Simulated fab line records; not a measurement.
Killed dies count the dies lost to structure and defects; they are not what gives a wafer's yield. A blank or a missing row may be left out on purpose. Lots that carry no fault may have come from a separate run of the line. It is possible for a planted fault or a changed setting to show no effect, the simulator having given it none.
Problem report, 8D (eight disciplines) form, completed by code | flow n5Finfet | the parts of the form that need people (team, actions taken, sign-off) are left out

== 1. WHAT WENT WRONG ==
At N5_BEOL_M5_CMP_52, timeToEndpointS averages 95.8 s over 3 wafers from 3 lots, while fault-free wafers read 61.5 s, standard deviation 2.9. Measured from the usual mean, that is +12 standard deviations.
The step: polishes, stops on SiCOH lowk, t overpolish 6.9 s, target thk 62 nm.
Seen first at day 9 20:32 on cmp-04, wafer L227.1. At this step, 32 wafers from 11 lots have a number in the record. Rule for "out", or "out of limits": more than 4 standard deviations from the usual mean. All remaining wafers that have a number are taken as sound.

== 2. WHAT IT IS, AND WHAT IT ISN'T ==
question                    | is                     | is not
which readings at this step | timeToEndpointS        | clearingPlatenRpm, motorCurrentA, platenRpm
which lots                  | L227, L229, L231       | L222, L226, L238, L239, L240, L241, L242, L243
which wafers of those lots  | L227.1, L229.5, L231.1 | L227.2, L227.6, L229.4, L231.2, L231.6
read on which tools         | cmp-03, cmp-04         | cmp-01
when                        | from day 9 20:32       | up to then (8 sound wafers); but 21 sound wafers of L229, L231, L238, L239, L240, L241, L242, L243 came after

== 3. WHAT RULES OUT EACH SUSPECT ==
Counting: any tool at a process step up to the reading remains a suspect provided it ran every lot that is out. Sound lots after the first of them don't rule it out here, since some wafers of a struck lot are sound.
- ecdCu-02 at N5_BEOL_M5_ECD_50 (material Cu, target thk 300 nm): kept. It processed each lot that is out (first: L227, day 9 17:45); up to then, its last sound lot is L226 (day 9 06:53).
After counting, what remains is ecdCu-02 at N5_BEOL_M5_ECD_50.

== 4. THE CAUSE (what the simulator had put in) ==
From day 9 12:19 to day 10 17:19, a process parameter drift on ecdCu-02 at N5_BEOL_M5_ECD_50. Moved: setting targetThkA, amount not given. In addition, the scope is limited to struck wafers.
After counting, this tool was the only one left.

== 5. SEQUENCE OF EFFECTS, ordered by route ==
Rows list readings where the struck wafers' mean (over those with a number) sits beyond 3 standard deviations from the usual. Only readings whose record carries a usual standard deviation are examined. hours: median over the lots of the time between each lot's start at the first step of this table that gives one and its start at this step. sigmas: the change, counted in usual standard deviations.
hours | step              | reading         | usual  | on struck wafers | change | sigmas
0     | N5_BEOL_M5_CMP_52 | timeToEndpointS | 61.5 s | 95.8             | +34.3  | +12
It contains these process steps:
- N5_BEOL_M5_CMP_52: polishes, stops on SiCOH lowk, t overpolish 6.9 s, target thk 62 nm.
Later measuring or inspecting steps at which every struck wafer that the step has a row for has a number for every such reading, and none has moved that far: N5_BEOL_M5_RS_MEAS_57.

== 6. HOW IT WOULD HAVE BEEN CAUGHT EARLIER ==
In this record no reading fell out of limits until day 9 20:32, 8 hours after the fault had begun at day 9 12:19.
Among the 3 lots that are out, L229, L231 began N5_BEOL_M5_ECD_50 on ecdCu-02 after day 9 20:32. A hold on the tool at that time would have spared those 2.
